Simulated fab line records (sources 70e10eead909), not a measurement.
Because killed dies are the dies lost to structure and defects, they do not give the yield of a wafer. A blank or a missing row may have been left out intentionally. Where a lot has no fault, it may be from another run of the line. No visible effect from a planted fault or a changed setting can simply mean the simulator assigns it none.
What tool caused it? + flow nand_harc + Sampling: 12 lots, 36 wafers, 6 of 1302 route steps

WHAT EACH GAUGE READ, for each wafer
NHARC_P_GATE_INSPECT_68.
| lot  | measured     | on                | raw_defect_count |
|------|--------------|-------------------|------------------|
| L290 | day 6 05:36  | defect_inspect-02 | 199 148 137      |
| L291 | day 6 18:37  | defect_inspect-02 | 265 200 193      |
| L294 | day 7 23:52  | defect_inspect-01 | 104 139 246      |
| L295 | day 8 04:41  | defect_inspect-01 | 95 108 132       |
| L298 | day 9 06:11  | defect_inspect-01 | 204 194 237      |
| L299 | day 9 18:27  | defect_inspect-02 | 210 177 200      |
| L300 | day 10 06:55 | defect_inspect-02 | 157 215 216      |
| L301 | day 10 20:28 | defect_inspect-01 | 302 428 293      |
| L303 | day 11 22:28 | defect_inspect-01 | 586 549 566      |
| L302 | day 11 23:10 | defect_inspect-01 | 216 129 177      |
| L304 | day 11 23:56 | defect_inspect-02 | 800 538 744      |
| L312 | day 15 09:32 | defect_inspect-02 | 134 147 122      |

NHARC_P_CONTACT_OVL_MEAS_13.
| lot  | measured     | on         | overlay_x_nm (nm) | overlay_y_nm (nm) |
|------|--------------|------------|-------------------|-------------------|
| L290 | day 6 07:18  | overlay-01 | -0.5 -0.4 -0.2    | 0.6 0.3 1.0       |
| L291 | day 6 20:19  | overlay-01 | -0.4 -0.8 -1.2    | -1.2 -0.4 -0.7    |
| L294 | day 8 01:34  | overlay-01 | 0.2 0.4 0.1       | -0.8 -0.7 -0.9    |
| L295 | day 8 06:23  | overlay-02 | -0.6 -0.6 -0.5    | 0.6 0.2 1.0       |
| L298 | day 9 07:46  | overlay-01 | 2.1 1.0 1.3       | -0.2 -0.9 -0.8    |
| L299 | day 9 20:02  | overlay-02 | -0.2 0.6 0.8      | 0.9 0.6 0.7       |
| L300 | day 10 08:29 | overlay-01 | 0.7 0.0 0.8       | 0.5 -0.2 0.0      |
| L301 | day 10 22:10 | overlay-01 | -1.4 -0.6 -0.8    | -0.2 -0.4 0.2     |
| L303 | day 12 00:02 | overlay-01 | 1.2 1.1 0.7       | 0.8 1.1 1.1       |
| L302 | day 12 00:46 | overlay-01 | -1.1 -0.6 -0.7    | -0.6 -0.4 -0.4    |
| L304 | day 12 01:38 | overlay-01 | 0.0 0.1 -0.2      | -0.1 -0.1 -0.2    |
| L312 | day 15 11:06 | overlay-01 | -0.9 -0.5 -0.7    | -0.1 -0.2 -0.7    |

NHARC_END_SORT_01.
| lot  | measured     | on        | killed_at_array | killed_at_other | killed_at_periphery | killed_dies | killed_open | killed_short |
|------|--------------|-----------|-----------------|-----------------|---------------------|-------------|-------------|--------------|
| L303 | day 30 02:45 | prober-01 | 59 69 91        | 0 2 3           | 87 86 52            | 146 157 146 | 3 2 4       | 1 2 2        |
| L304 | day 30 10:32 | prober-01 | 17 21 31        | 3 0 2           | 68 48 40            | 88 69 73    | 6 3 4       | 2 0 3        |

TOOL THAT RAN EACH LOT (tool first, then ch and the chambers of the sampled wafers, then the start)
| lot  | NHARC_P_GATE_STRIP_75                | NHARC_P_GATE_DESCUM_61             | NHARC_P_GATE_ETCH_77                |
|------|--------------------------------------|------------------------------------|-------------------------------------|
| L290 | plasma_asher-01 ch 0,1, day 5 23:55  | rie_diel-12 ch 2,3, day 6 00:59    | wet_bench-04 ch 0,1,2, day 6 04:33  |
| L291 | plasma_asher-02 ch 0,1, day 6 12:50  | rie_diel-03 ch 0,1,2, day 6 13:55  | wet_bench-01 ch 2,3,4, day 6 17:27  |
| L294 | plasma_asher-01 ch 0,1, day 7 18:18  | rie_diel-03 ch 0,2,3, day 7 19:23  | wet_bench-02 ch 2,5,7, day 7 22:49  |
| L295 | plasma_asher-02 ch 0,1, day 7 22:58  | rie_diel-12 ch 2,3, day 8 00:05    | wet_bench-04 ch 4,5,7, day 8 03:38  |
| L298 | plasma_asher-01 ch 0,1, day 9 00:24  | rie_diel-12 ch 0,2,3, day 9 01:29  | wet_bench-02 ch 0,1,5, day 9 05:05  |
| L299 | plasma_asher-02 ch 0, day 9 12:51    | rie_diel-03 ch 0,2,3, day 9 13:57  | wet_bench-02 ch 0,4,5, day 9 17:23  |
| L300 | plasma_asher-01 ch 0,1, day 10 01:20 | rie_diel-07 ch 0,2,3, day 10 02:17 | wet_bench-02 ch 0,2,3, day 10 05:50 |
| L301 | plasma_asher-01 ch 0,1, day 10 14:41 | rie_diel-07 ch 1,2,3, day 10 15:46 | wet_bench-02 ch 0,2,3, day 10 19:23 |
| L303 | plasma_asher-01 ch 0, day 11 16:38   | rie_diel-03 ch 0,1,3, day 11 17:43 | wet_bench-02 ch 0,2,4, day 11 21:25 |
| L302 | plasma_asher-01 ch 0,1, day 11 17:28 | rie_diel-07 ch 0,2,3, day 11 18:34 | wet_bench-04 ch 0,2,7, day 11 22:07 |
| L304 | plasma_asher-01 ch 1, day 11 18:16   | rie_diel-07 ch 0,1, day 11 19:13   | wet_bench-02 ch 2,5,7, day 11 22:53 |
| L312 | plasma_asher-02 ch 0, day 15 03:49   | rie_diel-12 ch 0,2,3, day 15 04:55 | wet_bench-01 ch 0,1,5, day 15 08:28 |
- NHARC_P_GATE_STRIP_75: strips in O2.
- NHARC_P_GATE_DESCUM_61: chemistry O2, time 3 s.
- NHARC_P_GATE_ETCH_77: etches SiO2 in dHF, target depth 6 nm.

WHAT THE TOOLS THEMSELVES READ (means of the sampled wafers that have a number; where no wafer has one, the mark that the record gives instead)
NHARC_P_GATE_STRIP_75.
| lot  | tool            | drypump_motor_current_A (A) | heater_power_w (W) | temp_c (C) |
|------|-----------------|-----------------------------|--------------------|------------|
| L290 | plasma_asher-01 | 6.2                         | 336                | 250.11     |
| L291 | plasma_asher-02 | 5.0                         | 343                | 249.73     |
| L294 | plasma_asher-01 | 6.1                         | 334                | 249.94     |
| L295 | plasma_asher-02 | 5.0                         | 362                | 250.04     |
| L298 | plasma_asher-01 | 5.8                         | 329                | 250.10     |
| L299 | plasma_asher-02 | 5.0                         | 325                | 249.94     |
| L300 | plasma_asher-01 | 5.8                         | 331                | 250.03     |
| L301 | plasma_asher-01 | 6.2                         | 330                | 249.75     |
| L303 | plasma_asher-01 | 5.4                         | 323                | 250.06     |
| L302 | plasma_asher-01 | 5.8                         | 326                | 249.97     |
| L304 | plasma_asher-01 | 6.6                         | 331                | 249.78     |
| L312 | plasma_asher-02 | 5.0                         | 310                | 250.16     |

NHARC_P_GATE_DESCUM_61.
| lot  | tool        | drypump_motor_current_A (A) | oes_product_au (a.u.) | rf_vpp_V (V) | showerhead_plenum_p_Torr (Torr) | throttle_valve_pct (%) |
|------|-------------|-----------------------------|-----------------------|--------------|---------------------------------|------------------------|
| L290 | rie_diel-12 | 6.1                         | 0.994                 | 58.1         | 1.95                            | 11.314                 |
| L291 | rie_diel-03 | 6.1                         | 1.005                 | 57.0         | 1.88                            | 11.303                 |
| L294 | rie_diel-03 | 5.9                         | 1.002                 | 57.5         | 1.84                            | 11.309                 |
| L295 | rie_diel-12 | 6.3                         | 0.983                 | 58.0         | 1.99                            | 11.312                 |
| L298 | rie_diel-12 | 5.7                         | 0.992                 | 58.0         | 1.95                            | 11.301                 |
| L299 | rie_diel-03 | 5.9                         | 1.000                 | 56.9         | 1.84                            | 11.312                 |
| L300 | rie_diel-07 | 6.0                         | 1.002                 | 57.3         | 1.97                            | 11.308                 |
| L301 | rie_diel-07 | 6.0                         | 0.998                 | 58.6         | 1.98                            | 11.307                 |
| L303 | rie_diel-03 | 6.2                         | 0.996                 | 57.1         | 1.87                            | 11.316                 |
| L302 | rie_diel-07 | 6.0                         | 0.998                 | 57.8         | 1.97                            | 11.313                 |
| L304 | rie_diel-07 | 6.4                         | 1.004                 | 58.7         | 2.02                            | 11.314                 |
| L312 | rie_diel-12 | 5.7                         | 1.006                 | 58.3         | 1.94                            | 11.314                 |

THE ANSWER, worked out from the rows above alone
Rule: what is usual is taken from the lots themselves. The widest of any qualifying gaps counts: lots, ordered by their means at a reading, are off when they make up no more than a third of the lots, leave a main group of 4 or more, and stand apart from it by 3 or more times the standard deviation of that group's means. A main group is skipped when, at the precision printed for the reading in the tables above, its means are all equal. A lot without any number at a reading at which 4 lots or more have one is off too. Any other lot the step has rows for is counted as sound. After the gauges, taken in route order, come the tools' own readings; for these a lot's mean is taken, as printed above. At the first step where some lot is off, the reading lying furthest off is the one used; lots without a number count as furthest.
Off: L303, L304, at NHARC_P_GATE_INSPECT_68 (raw_defect_count). For the main group the mean is 191 and the standard deviation 59.
If a tool, at a process step before that reading, ran all the lots that are off and no sound lot after the first of them, it fits. The gauges at NHARC_P_GATE_INSPECT_68 are tried like those tools. One fits: NHARC_P_GATE_ETCH_77 on wet_bench-02. A fault onset in the window from L301 (day 10 19:23, its last sound lot) to L303 (day 11 21:25, its first lot off) fits.

WHAT WAS PUT IN BY THE SIMULATOR
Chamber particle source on wet_bench-02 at NHARC_P_GATE_ETCH_77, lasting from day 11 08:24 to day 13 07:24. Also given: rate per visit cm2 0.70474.
Lots struck among those shown: L303, L304. The rule above found the same.
